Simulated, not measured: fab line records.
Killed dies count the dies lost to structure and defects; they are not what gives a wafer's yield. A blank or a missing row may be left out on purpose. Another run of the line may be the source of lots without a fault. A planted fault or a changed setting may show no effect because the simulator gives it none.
fab line records -- flow n5-finfet
[record] lots = 4, wafers = 12, last-day = 19
route steps=1938 shown ILD0@342 SDB@347 DUMMY_REMOVAL@377 BEOL_M4@1111 PASSIVATION@1936
lots with no fault: from the same line, run without faults
start-h: hours from the record's opening day to when the first of the lot's shown wafers began -- wait-h: how many hours have passed since the lot's step before this one -- " same as the row above -- L1.1+2: several wafers, shown together as one row -- - no value, or no start was given -- * or withheld: withheld -- < > ~ a bound
route shown NAME@n: names a module that has steps shown in the file, with the first one's number in the route -- usual: average and standard deviation across the fault-free wafers -- same: alike in all rows -- chamber/n: place in a boat -- sites: the reading at each site -- _std_site: standard deviation of those values -- _edge_site: the outer-site mean with the inner-site mean subtracted -- radius-mm: for every site, how far away it sits from the centre of the wafer -- mask NAME#n: copy n -- behind: tool/chamber where the wafer was last shaped -- hold: what put the lot on hold/how long, in hours/how the hold closed -- device: names the non-switching transistor (n, p or np) -- end of line: tests run on the same wafers once the route is complete -- where a step has no rows: the recipe by itself -- killed: dies lost to structure and defects at the first sort, not the wafer's yield -- map: per-die view of a wafer (x killed, . not killed, _ where there is no die)
set.NAME: the run value of the setting; set.NAME@STEP: its run value at that earlier step -- model.NAME: the simulator's own value behind a step, which no gauge read
lots at selected steps of the route; one table per step, one row per wafer
services: a tool's chamber out of use, with start hour (start-h, from the record's first day; less than 0 if before it), hours out, and reason
[[steps]]
[step N5_ILD0_PRECLEAN_10]
[recipe] chemistry = NF3:NH3, afs-cycles = 5, time-s = 20, temp-c = 30, sublimation-temp-c = 180, sublimation-time-s = 60, pressure-torr = 3, rf-power-w = 30
[step N5_ILD0_ALD_15]
[recipe] material = SiNx, target-thk-a = 240, temp-c = 400, ald-precursor-family = SiH2I2, ald-co-reactant = N2/H2-plasma, pulse-time-s = 1, ald-cycles = 480, purge-time-s = 2, co-reactant-purge-time-s = 2, pressure-torr = 2
[step N5_ILD0_CMP_12]
[recipe] stop-on = poly-Si, material = SiNx, t-overpolish-s = 6, post-cmp-clean = alkaline-brush, down-force-psi = 2.5, platen-rpm = 51.8, pad-velocity-m-s = 1.0307, target-thk-nm = 17.67
[step N5_SDB_HM_DEP_00]
[recipe] material = SiNx, target-thk-a = 400, temp-c = 400, precursor = SiH4/NH3/N2, pressure-torr = 1.5, rf-w = 300, time-s = 35.3
[step N5_SDB_COAT_03]
[recipe] resist = SOC, temp-c = 250, time-s = 60, spin-rpm = 1500, resist-thk-nm = 100
[step N5_SDB_COAT_04]
[recipe] resist = SiARC, temp-c = 220, time-s = 60, spin-rpm = 1500, resist-thk-nm = 18
[step N5_SDB_COAT_05]
[recipe] resist = CAR-ArF, spin-rpm = 1500, resist-thk-nm = 90
[step N5_SDB_EBR_07]
[recipe] solvent = PGMEA, ebr-width-mm = 1.5
[step N5_SDB_SOFTBAKE_06]
[recipe] temp-c = 110, time-s = 60, resist = CAR-ArF
[step N5_SDB_EXPOSE_08]
[recipe] mask-id = SDB, na = 1.35, source-shape = conventional, sigma-outer = 0.5, polarization = unpolarized, dose-mj = 49.6
[usual] exposure-dose-mJ-cm2 = 49.57/0.056, focus-offset-nm = 0.1/0.54, stage-vel-mm-s = 500.01/0.25
[same] na = 1.35, sigma-outer = 0.5
lot.wafer,tool,chamber,start-h,wait-h,mask,exposure-dose-mJ-cm2,focus-offset-nm,stage-vel-mm-s
L949.1,arfi-scanner-01,0,125.70,-,SDB#0,49.57,-1.2,499.70
L949.3,arfi-scanner-01,0,125.70,-,SDB#0,49.62,0.2,500.39
L949.6,arfi-scanner-01,0,125.70,-,SDB#0,49.59,-0.4,500.28
L955.1,arfi-scanner-01,0,160.74,-,SDB#0,46.04,0.1,499.70
L955.4,arfi-scanner-01,0,160.74,-,SDB#0,46.11,0.6,499.83
L955.5,arfi-scanner-01,0,160.74,-,SDB#0,46.06,0.8,500.10
L956.2,arfi-scanner-01,0,169.12,-,SDB#0,46.68,-0.1,499.59
L956.4,arfi-scanner-01,0,169.12,-,SDB#0,46.71,0.3,499.79
L956.5,arfi-scanner-01,0,169.12,-,SDB#0,46.67,0.4,500.24
L958.1,arfi-scanner-02,0,179.41,-,SDB#0,49.58,-0.8,499.79
L958.2,arfi-scanner-02,0,179.41,-,SDB#0,49.58,-0.4,500.21
L958.6,arfi-scanner-02,0,179.41,-,SDB#0,49.64,-0.2,500.01
[step N5_SDB_PEB_09]
[recipe] peb-temp-c = withheld, peb-time-s = 60, resist = CAR-ArF
[step N5_SDB_DEVELOP_10]
[recipe] develop-time-s = 30, developer = TMAH, resist = CAR-ArF, rinse-liquid = diw, dry = air-spin, dev-temp-c = 23
[step N5_SDB_CD_MEAS_11]
[recipe] target-cd-nm = 50, landing-energy-ev = 500, detector = se-inlens, polarity = opening
[usual] cd-nm = 50.3/0.83
lot.wafer,tool,chamber,start-h,wait-h,cd-nm
L949.1,cd-sem-02,0,125.82,-,49.8
L949.3,cd-sem-02,0,125.82,-,51.2
L949.6,cd-sem-02,0,125.82,-,49.4
L955.1,cd-sem-02,0,160.87,-,41.3
L955.4,cd-sem-02,0,160.87,-,40.6
L955.5,cd-sem-02,0,160.87,-,41.0
L956.2,cd-sem-02,0,169.24,-,44.2
L956.4,cd-sem-02,0,169.24,-,46.2
L956.5,cd-sem-02,0,169.24,-,45.2
L958.1,cd-sem-03,0,179.54,-,49.8
L958.2,cd-sem-03,0,179.54,-,49.1
L958.6,cd-sem-03,0,179.54,-,49.4
[step N5_SDB_DESCUM_16]
[recipe] chemistry = O2, time-s = 7.9, source-power-w = 50, bias-power-w = 20, pressure-mtorr = 20, rf-frequency-hz = 2.712e+07, temp-c = 40, resist = CAR-ArF, o2-flow-sccm = 225
[step N5_SDB_ETCH_17]
[recipe] chemistry = CF4, target = SiARC, target-depth-a = 234, mask-material = CAR-ArF, time-s = 39, ion-energy-ev = 80, pressure-mtorr = 40, source-w = 545, bias-w = 36, Ar_flow_sccm = 100, cf4-flow-sccm = 100, ends = cleared
[step N5_SDB_ETCH_18]
[recipe] chemistry = N2/H2, target = SOC, target-depth-a = 1000, overetch-a = 200, mask-material = SiARC, temp-c = 40, time-s = 150, ion-energy-ev = 200, pressure-mtorr = 30, source-w = 840, bias-w = 150, n2-flow-sccm = 200, h2-flow-sccm = 200
[step N5_SDB_STRIP_19]
[recipe] chemistry = N2/H2, temp-c = 40, n2-flow-sccm = 200, h2-flow-sccm = 200, rf-frequency-hz = 6e+07
[step N5_SDB_STRIP_21]
[recipe] chemistry = CF4, resist = SiARC, power-w = 300, bias-power-w = 75, pressure-mtorr = 50, cf4-flow-sccm = 150, rf-frequency-hz = 6e+07
[step N5_SDB_HM_OPEN_20]
[recipe] chemistry = CH3F/O2, target = SiNx, mask-material = SOC, target-depth-a = 240, stop-on = poly-Si, over-etch-frac = 0.4, ion-energy-ev = 120, pressure-mtorr = 30, source-w = 395, bias-w = 73, Ar_flow_sccm = 150, CH3F_flow_sccm = 30, O2_flow_sccm = 20
[step N5_SDB_STRIP_22]
[recipe] chemistry = N2/H2, power-w = 1000, temp-c = 250, h2-frac = 0.65, overash-fraction = 0.3, pressure-mtorr = withheld, n2-flow-sccm = 1750, h2-flow-sccm = 3250
[step N5_SDB_PRECLEAN_23]
[recipe] chemistry = dHF, time-s = 30, temp-c = 25, dilution = withheld
[step N5_SDB_DUMMY_REMOVE_24]
[recipe] chemistry = TMAH, temp-c = 70, target = poly-Si, stop-on = SiO2, target-depth-nm = 142, conc-wt-pct = 5, time-s = 57, dry = ipa-marangoni, rinse-time-s = 30, rinse-temp-c = 23
[step N5_SDB_ETCH_25]
[recipe] chemistry = C4F6/O2, target = SiO2, target-depth-a = 100, time-s = 3.3, ion-energy-ev = 250, mask-material = SiNx, pressure-mtorr = 30, source-w = 345, bias-w = 185, Ar_flow_sccm = 300, C4F6_flow_sccm = 10, O2_flow_sccm = 10
[step N5_SDB_CUT_ETCH_26]
[recipe] chemistry = HBr/Cl2/O2, target = Si, target-depth-a = 1296, bt-time-s = 20, mask-material = SiNx, time-s = 51.8, ion-energy-ev = *, bias-w = *, pressure-mtorr = 10, icp-w = 800, HBr_flow_sccm = 150, Cl2_flow_sccm = 80, O2_flow_sccm = 12
[step N5_SDB_PRECLEAN_38]
[recipe] chemistry = dHF, time-s = 10, dilution = 750:1, temp-c = 25
[step N5_SDB_PRECLEAN_39]
[recipe] chemistry = O3/DIW, time-s = 45, temp-c = 22, o3-ppm = 10
[step N5_SDB_SRD_28]
[recipe] dry = ipa-marangoni, time-s = 30, temp-c = 23, rinse-liquid = diw
[step N5_SDB_ALD_29]
[recipe] material = SiNx, target-thk-a = 300, temp-c = 400, ald-precursor-family = SiH2I2, ald-co-reactant = N2/H2-plasma, pulse-time-s = 1, ald-cycles = 600, purge-time-s = 2, co-reactant-purge-time-s = 2, pressure-torr = 2
[step N5_SDB_CMP_30]
[recipe] stop-on = poly-Si, t-overpolish-s = 1.54, post-cmp-clean = alkaline-brush, down-force-psi = 4.1491, platen-rpm = 51.796, pad-velocity-m-s = 1.0306, target-thk-nm = 30
[step N5_DUMMY_REMOVAL_HM_STRIP_01]
[recipe] chemistry = CH3F/O2, material = SiNx, target-depth-a = 40, stop-on = poly-Si, time-s = 6.8, over-etch-frac = 0.3, ion-energy-ev = 60, power-w = 410, bias-w = 29, Ar_flow_sccm = 150, CH3F_flow_sccm = 30, O2_flow_sccm = 20
[step N5_DUMMY_REMOVAL_STRIP_10]
[recipe] chemistry = N2/H2, time-s = 40, power-w = 100, temp-c = 40, pressure-mtorr = 100, rf-frequency-hz = 6e+07, bias-power-w = 3, n2-flow-sccm = 300, h2-flow-sccm = 300
[step N5_DUMMY_REMOVAL_PRECLEAN_07]
[recipe] chemistry = dHF, time-s = 30, temp-c = 25, dilution = withheld
[step N5_DUMMY_REMOVAL_DUMMY_REMOVE_02]
[recipe] chemistry = TMAH, temp-c = 70, target = poly-Si, stop-on = SiO2, target-depth-nm = 142, conc-wt-pct = 5, time-s = 57, dry = ipa-marangoni, rinse-time-s = 30, rinse-temp-c = 23
[step N5_DUMMY_REMOVAL_PRECLEAN_08]
[recipe] chemistry = NF3:NH3, afs-cycles = 2, temp-c = 30, time-s = 20, sublimation-temp-c = 180, sublimation-time-s = 60, pressure-torr = 3, rf-power-w = 30
[step N5_BEOL_M4_RC_MEAS_101]
[usual] DIBL_N = 36.6/1.3, DIBL_P = 36.4/1.4, IOFF_N = 0.167/0.023, IOFF_P = 0.219/0.029, ION_N = 678/8.7, ION_P = 464/6.4, SS_N = 71.5/0.53, SS_P = 73.4/0.57, VT_N = 248.5/2.8, VT_P = -249/3.1
lot.wafer,tool,chamber,start-h,wait-h,DIBL_N[mV/V],DIBL_P[mV/V],IOFF_N[nA/um],IOFF_P[nA/um],ION_N[uA/um],ION_P[uA/um],SS_N[mV/dec],SS_P[mV/dec],VT_N[mV],VT_P[mV]
L949.1,prober-01,0,283.19,0.0,36.5,36.2,0.178,0.202,677,461,71.8,72.7,246.3,-249
L949.3,prober-01,0,283.19,0.0,35.3,35.3,0.153,0.196,667,459,71.9,73.3,248.6,-250
L949.6,prober-01,0,283.19,0.0,37.0,37.4,0.185,0.225,681,460,71.5,73.7,243.9,-249
L955.1,prober-01,0,317.01,0.0,37.2,37.2,0.163,0.187,680,456,72.4,73.7,249.8,-254
L955.4,prober-01,0,317.01,0.0,37.2,35.9,0.156,0.166,675,453,71.6,73.3,249.5,-256
L955.5,prober-01,0,317.01,0.0,35.4,35.4,0.139,0.165,676,454,71.5,72.6,250.3,-256
L958.1,prober-01,0,329.98,0.0,35.8,36.1,0.147,0.208,669,460,71.8,73.2,248.5,-251
L958.2,prober-01,0,329.98,0.0,36.4,37.0,0.156,0.211,675,469,71.3,73.5,250.8,-251
L958.6,prober-01,0,329.98,0.0,36.7,37.4,0.166,0.222,673,463,72.1,73.4,246.6,-251
L956.2,prober-02,0,335.03,0.2,38.4,39.2,0.187,0.234,688,464,71.0,74.2,249.4,-251
L956.4,prober-02,0,335.03,0.2,36.8,36.9,0.157,0.203,677,461,70.6,74.0,250.3,-252
L956.5,prober-02,0,335.03,0.2,37.0,36.7,0.159,0.202,674,465,71.0,73.6,251.1,-250
[step N5_PASSIVATION_PROBE_49]
[usual] defect-limited-yield = 91.6/1.6, killed_at_M0_to_M3 = 32/9.7, killed_at_M4_up = 13/4.4, killed-at-contacts = 12/6.5, killed-at-front-end = 38/12, killed-at-other = 3.7/3, killed-dies = 99/18, killed-on-rim = 13/3.9, killed-open = 66/14, killed-short = 32/7.5, sort_bin_5_function = 4.9/1, sort_bin_6_memory = 3.2/0.73, sort-n-pass = 1081/18, sort-yield-pct = 91.6/1.6
[same] gross-dies = 1180, killed-at-back-side = 0, sort_bin_4_leakage[%] = 0, sort_bin_8_speed[%] = 0
lot.wafer,tool,chamber,start-h,wait-h,defect-limited-yield[%],killed_at_M0_to_M3,killed_at_M4_up,killed-at-contacts,killed-at-front-end,killed-at-other,killed-dies,killed-on-rim,killed-open,killed-short,sort_bin_5_function[%],sort_bin_6_memory[%],sort-n-pass,sort-yield-pct[%]
L955.1,prober-01,-,419.29,0.0,59.9,27,14,6,420,6,473,126,58,27,37.1,2.7,707,59.9
L955.4,prober-01,-,419.44,0.2,61.4,31,12,7,403,3,456,120,61,26,35.8,2.6,724,61.4
L955.5,prober-01,-,419.49,0.2,63.8,21,9,11,382,4,427,114,43,23,33.6,2.4,753,63.8
L958.1,prober-01,-,430.84,0.0,92.3,33,20,3,33,2,91,16,55,33,5.0,2.5,1089,92.3
L958.2,prober-01,-,430.89,0.1,90.8,36,14,14,41,3,108,19,71,35,5.2,3.6,1072,90.8
L958.6,prober-01,-,431.09,0.3,91.2,27,18,16,35,8,104,13,69,32,5.6,3.1,1076,91.2
L956.2,prober-01,-,448.20,0.1,88.9,44,18,13,56,0,131,28,75,36,7.7,3.3,1049,88.9
L956.4,prober-01,-,448.30,0.2,90.1,31,17,13,55,1,117,13,81,31,5.8,3.7,1063,90.1
L956.5,prober-01,-,448.35,0.2,89.5,60,12,10,41,1,124,20,73,45,6.3,3.8,1056,89.5
// killed by level:class
L955.1 SDB:area-expose=387 BEOL_M3:geometric-particle:open=12 MOL_CONTACT_COAG:geometric-particle:open=6 FIN_SAQP:geometric-particle:short=5 BEOL_M0_SAQP:geometric-particle:open=5 FIN_SAQP:geometric-particle:open=4 DUMMY_GATE:geometric-particle:open=4 GATE_CUT:geometric-particle:short=4
L955.4 SDB:area-expose=367 BEOL_M3:geometric-particle:open=9 FIN_SAQP:geometric-particle:open=8 FIN_SAQP:geometric-particle:short=7 BEOL_M0_SAQP:geometric-particle:open=7 MOL_CONTACT_COAG:geometric-particle:open=5 BEOL_M2:geometric-particle:open=5 ILD0:geometric-particle:short=4
L955.5 SDB:area-expose=360 MOL_CONTACT_COAG:geometric-particle:open=9 DUMMY_GATE:geometric-particle:open=4 BEOL_M0_SAQP:geometric-particle:open=4 BEOL_M2:geometric-particle:open=4 BEOL_M3:geometric-particle:open=4 FIN_SAQP:geometric-particle:open=3 STI_FIN_REVEAL:geometric-particle:open=3
L958.1 BEOL_M1:geometric-particle:open=9 BEOL_M4:geometric-particle:open=8 BEOL_M0_SAQP:geometric-particle:short=8 BEOL_M3:geometric-particle:open=7 STI_FIN_REVEAL:geometric-particle:open=6 BEOL_M0_SAQP:geometric-particle:open=6 FIN_SAQP:geometric-particle:short=4 GATE_CUT:geometric-particle:open=4
L958.2 STI_FIN_REVEAL:geometric-particle:open=11 BEOL_M1:geometric-particle:open=10 MOL_CONTACT_COAG:geometric-particle:open=9 BEOL_M4:geometric-particle:open=7 BEOL_M0_SAQP:geometric-particle:short=6 BEOL_M3:geometric-particle:open=6 BEOL_M0_SAQP:geometric-particle:open=5 MOL_CONTACT_COAG:geometric-particle:short=5
L958.6 MOL_CONTACT_COAG:geometric-particle:open=14 BEOL_M3:geometric-particle:open=10 FIN_SAQP:geometric-particle:short=9 BEOL_M4:geometric-particle:open=7 FIN_SAQP:geometric-particle:open=6 STARTING-WAFER:geometric-particle:open=5 STI_FIN_REVEAL:geometric-particle:open=4 BEOL_M0_SAQP:geometric-particle:open=4
L956.2 SDB:area-expose=20 BEOL_M1:geometric-particle:open=14 BEOL_M0_SAQP:geometric-particle:short=11 MOL_CONTACT_COAG:geometric-particle:open=10 FIN_SAQP:geometric-particle:short=8 DUMMY_GATE:geometric-particle:open=8 FIN_SAQP:geometric-particle:open=4 STI_FIN_REVEAL:geometric-particle:open=4
L956.4 MOL_CONTACT_COAG:geometric-particle:open=13 DUMMY_GATE:geometric-particle:open=12 STI_FIN_REVEAL:geometric-particle:open=11 BEOL_M0_SAQP:geometric-particle:short=7 BEOL_M0_SAQP:geometric-particle:open=7 BEOL_M1:geometric-particle:open=6 FIN_SAQP:geometric-particle:open=5 FIN_CUT:geometric-particle:short=5
L956.5 BEOL_M0_SAQP:geometric-particle:short=18 BEOL_M0_SAQP:geometric-particle:open=13 MOL_CONTACT_COAG:geometric-particle:open=9 BEOL_M1:geometric-particle:open=9 BEOL_M2:geometric-particle:open=7 BEOL_M3:geometric-particle:open=7 FIN_SAQP:geometric-particle:short=6 FIN_SAQP:geometric-particle:open=6
// map L955.1 (x killed, . not)
_________________x.xxxxxxxxxx________________
______________xxxxxxxxxx.xx.xxxx_____________
___________xxxxxxxxx.xx.xxxx.xxxxxx__________
__________..xxx.x.x.x.xx..x.xxxxxx.x_________
________xxxxxxxxx..xxxxx.xx.....xxxxxx_______
_______xxxxxxxxx....xx.x..xxx...xx..xxx______
______xxxxx....x..x....x.xxxx...xxxxxxxx_____
_____xxxx....xx.x..x..........x.xxxx..xxx____
____.xx.x..xxxx.x........xx.....x.xxx...xx___
___xx........xx......x.....xx........x.x.xx__
___xxx.xxx........xx.........x.......xxx.xx__
__.xxxxx.x...x.x.............x..x..x...xxxxx_
__xxxxxx..x.......x...........x....x.x..x.xx_
_xx.xx....x.........x..............x..x.xxxxx
_xx..x.......x................x..........xxxx
_xx.xxx.x...................x......x..xxxxx.x
_xxx.xx..xx.x...xx..........x......x.x.xxxxx.
_xxx.x.x.............xx.....x..........xxxxxx
_xxxx.x.........x...........x..........x.xx..
_xx....x....................x..x........x..xx
_x.xx.x.....xx.....................x...x...xx
__xxx........x...x.......x.........x.xx.xx.x_
__xxxxx...x..............x.........xx..x.xxx_
___xxxxxxxxxx...x.................x..x.xxxx__
___xx.x..x.x.x.................x...x.xxxxxx__
____.x.xxx.x.......x...x......x.......xxxx___
_____xx..x.x.x.................x...x.xx.x____
______xxx............xx.....xx....xx...x_____
_______xxx.xxx.x.x....x....xxx.xxx..xxx______
________xx..x...xxx.....x..xx..x.xxxx._______
__________x..xxx.x.....xxxx..x..x.x._________
___________x.xx.x.x.xxxxxx...x...xx__________
______________.x.xx.xx...x.xx..x_____________
_________________xxxx.x.xx.xx________________
// map L956.2 (x killed, . not)
_________________.x.x....x.xx________________
______________..x........x.x...._____________
___________.......x..............xx__________
__________.........................._________
________...x.......x......x..........._______
_______..................xx.x..x.......______
______.....x.....x...x..............x.x._____
_____.x.....x.....x.........x.....x.....x____
____...................x...........x...x..___
___......................................x.__
___......x...xxx.....x..x............x.....__
__..................x.x.x...............x..._
__.......................x............xx...._
_..............x.x..x.xx...x......x..........
_..........x..x......x...........x......x...x
_x...........xx..........x.............x.....
_..x.x...................x.x.....x...........
_................x.......x......x...xx......x
_....x.x................xx..........x.....x..
_.........x....................x......x......
_......x..........................x.x.x......
__.............................x......x....x_
__.....................x......x.........x..._
___x......x............x.............x.....__
___xxx...x.................................__
____.......x..................x.........x.___
_____x....x..............................____
______...........x...x...........x.x...._____
_______...xx........x.................x______
________..x......x........x.x........._______
__________.x......x.x.......x......._________
___________....x..x................__________
______________.x.x.........x...._____________
_________________.........x.x________________
[[services]]
tool,chamber,start-h,hours,kind
arfi-scanner-02,-,104.45,1.0,pm
arfi-scanner-01,0,132.41,-,calibration
arfi-scanner-01,-,143.29,4.9,pm
arfi-scanner-02,-,155.43,0.8,pm
arfi-scanner-01,-,174.16,4.5,repair
[[key]]
[first-sign] step = N5_SDB_EXPOSE_08, reading = exposure-dose-mJ-cm2, direction = down, sigmas = 57, usual = 49.57, struck = 46.38
[effect] step = N5_SDB_CD_MEAS_11, reading = cd-nm, direction = down, sigmas = 8.8, usual = 50.3, struck = 43.1, through = control-loop
[effect] step = N5_PASSIVATION_PROBE_49, reading = sort_bin_5_function, direction = up, sigmas = 16, usual = 4.9, struck = 21.0, wafers-moved = 4
[more-kills-born-at] N5_SDB_EXPOSE_08@arfi-scanner-01 = 1143
met-at N5_SDB_EXPOSE_08
struck-wafers L955.1,L955.4,L955.5,L956.2,L956.4,L956.5
[loop-trim] step = N5_SDB_EXPOSE_08, setting = dose, lots = L956
onset-between 125.70 160.74
[fault] kind = process-parameter-drift, tool = arfi-scanner-01, chamber = -, onset-h = 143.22, steps = N5_SDB_EXPOSE_08, channel = dose-mj, offset = -3.5656, shape = step, acts-in = these-recipes-only, stated = 49.6
// loop-trim: a control loop set the setting to another value than it would have without faults
